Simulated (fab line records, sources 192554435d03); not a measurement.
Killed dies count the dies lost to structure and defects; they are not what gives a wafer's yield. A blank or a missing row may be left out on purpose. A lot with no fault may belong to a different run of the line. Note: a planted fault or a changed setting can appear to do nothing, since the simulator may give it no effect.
Split-lot experiment | flow n5Finfet | 39 wafers read from 7 lots, route of 1938 steps

ON THE SPLIT
At N5_BEOL_M11_ILD_DEP_00 (deposits SiCOH lowk from DEMS/porogen, target thk 308.51 nm, time 58 s), the setting timeS was moved away from the recipe's 58 s on 6 of the 39 wafers read, by -26.7% to +50.3%. The other wafers ran this setting at the recipe's value.

FROM THE SPLIT ON TO THE READING: in between, the file shows 1 step
- N5_BEOL_M11_CURE_71: cures SiCOH lowk, time 240 s

THE READING
M11_ILD_THK at N5_BEOL_M11_THK_MEAS_01, in nm. On this fab line, fault-free wafers typically give 268 nm with a standard deviation of 3.4 nm.

wafer  | tool, chamber at the split | timeS as run, s | against the recipe | M11_ILD_THK, nm | against lot-mates on the recipe
L074.2 | pecvd-01, 2                | 58              | recipe             | 265             | -
L074.3 | pecvd-01, 0                | 58              | recipe             | 263             | -
L074.5 | pecvd-01, 0                | 58              | recipe             | 268             | -
L076.1 | pecvd-01, 2                | 58              | recipe             | 274             | -
L076.2 | pecvd-01, 0                | 58              | recipe             | 273             | -
L076.3 | pecvd-01, 1                | 58              | recipe             | 270             | -
L076.4 | pecvd-01, 1                | 58              | recipe             | 275             | -
L076.5 | pecvd-01, 0                | 58              | recipe             | 269             | -
L076.6 | pecvd-01, 2                | 58              | recipe             | 276             | -
L078.1 | pecvd-01, 2                | 42.51           | -26.7%             | 197             | -70
L078.2 | pecvd-01, 0                | 58              | recipe             | 264             | -
L078.3 | pecvd-01, 1                | 42.51           | -26.7%             | 194             | -73
L078.4 | pecvd-01, 0                | 58              | recipe             | 269             | -
L078.5 | pecvd-01, 1                | 58              | recipe             | 267             | -
L078.6 | pecvd-01, 2                | 42.51           | -26.7%             | 200             | -67
L077.1 | pecvd-03, 0                | 58              | recipe             | 266             | -
L077.2 | pecvd-03, 1,2              | 58              | recipe             | 263             | -
L077.3 | pecvd-03, 1,2              | 58              | recipe             | 263             | -
L077.4 | pecvd-03, 1                | 58              | recipe             | 270             | -
L077.5 | pecvd-03, 0                | 58              | recipe             | 271             | -
L077.6 | pecvd-03, 2                | 58              | recipe             | 271             | -
L081.1 | pecvd-03, 1                | 58              | recipe             | 265             | -
L081.2 | pecvd-03, 0                | 58              | recipe             | 267             | -
L081.3 | pecvd-03, 2                | 58              | recipe             | 266             | -
L081.4 | pecvd-03, 0                | 58              | recipe             | 269             | -
L081.5 | pecvd-03, 1                | 58              | recipe             | 269             | -
L081.6 | pecvd-03, 2                | 58              | recipe             | 275             | -
L092.1 | pecvd-03, 1                | 58              | recipe             | 265             | -
L092.2 | pecvd-03, 2                | 58              | recipe             | 267             | -
L092.3 | pecvd-03, 0                | 58              | recipe             | 270             | -
L092.4 | pecvd-03, 2                | 58              | recipe             | 269             | -
L092.5 | pecvd-03, 1                | 58              | recipe             | 270             | -
L092.6 | pecvd-03, 0                | 58              | recipe             | 273             | -
L095.1 | pecvd-01, 0                | 58              | recipe             | 266             | -
L095.2 | pecvd-01, 1                | 87.17           | +50.3%             | 402             | +134
L095.3 | pecvd-01, 2                | 58              | recipe             | 267             | -
L095.4 | pecvd-01, 0                | 87.17           | +50.3%             | 406             | +138
L095.5 | pecvd-01, 2                | 87.17           | +50.3%             | 408             | +140
L095.6 | pecvd-01, 1                | 58              | recipe             | 270             | -
The file does not say which wafer passed through which chamber wherever a row lists several chambers: such a row stands for several wafers.

THE FIT
A straight line over all 39 wafers: M11_ILD_THK changes by +2.71 nm for each +1% of timeS; r = +1.00; the points scatter about the line by 3.5 nm.
The same after taking each lot's own level away (the mean of its wafers on the recipe; 39 wafers): +2.71 nm for each +1%; r = +1.00; scatter 2.9 nm.
According to that fit, moving timeS by its largest amount changes the reading by 1.4e+02 nm.
The lots' own levels span 265.3 to 272.8 nm, that is 2.2 times the standard deviation above.
The two slopes are in agreement: the lot-to-lot level therefore moves the slope only a little.
Check: +137 nm against its lot-mates is what the line predicts for one of the wafers moved furthest among these (+50.3%) when that wafer is left out of the fit. Against them it came out at +134 nm.

THESE WAFERS: OTHER SPLITS
Note: prior to the reading, these wafers also went through further splits. Each is held against what the fit with the lots' levels taken away leaves over:
other split on the same wafers   | wafers away from the commonest value | r with M11_ILD_THK (lot level and that fit taken away)
N5_BEOL_M6_ILD_DEP_00 targetThkA | 18                                   | -0.09

THE WHOLE CHAIN: every reading that the file lists as answering this split, in the file's order
step                    | what it does                                                           | reading                                                                                  | change (the file's fit)              | r (the file's)
N5_BEOL_M11_ILD_DEP_00  | deposits SiCOH lowk from DEMS/porogen, target thk 308.51 nm, time 58 s | SiCOH_lowk_of_BEOL_M11_ILD_DEP_00.thkNm (the simulator's own value, which no gauge read) | +3.05 nm for each +1% of the setting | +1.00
N5_BEOL_M11_CURE_71     | cures SiCOH lowk, time 240 s                                           | SiCOH_lowk_of_BEOL_M11_ILD_DEP_00.thkNm (the simulator's own value, which no gauge read) | +2.71 nm for each +1% of the setting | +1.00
N5_BEOL_M11_THK_MEAS_01 |                                                                        | M11_ILD_THK                                                                              | +2.71 for each +1% of the setting    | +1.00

FILE'S OWN FIT
M11_ILD_THK changes by +2.71 nm for each +1% of timeS, r = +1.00.
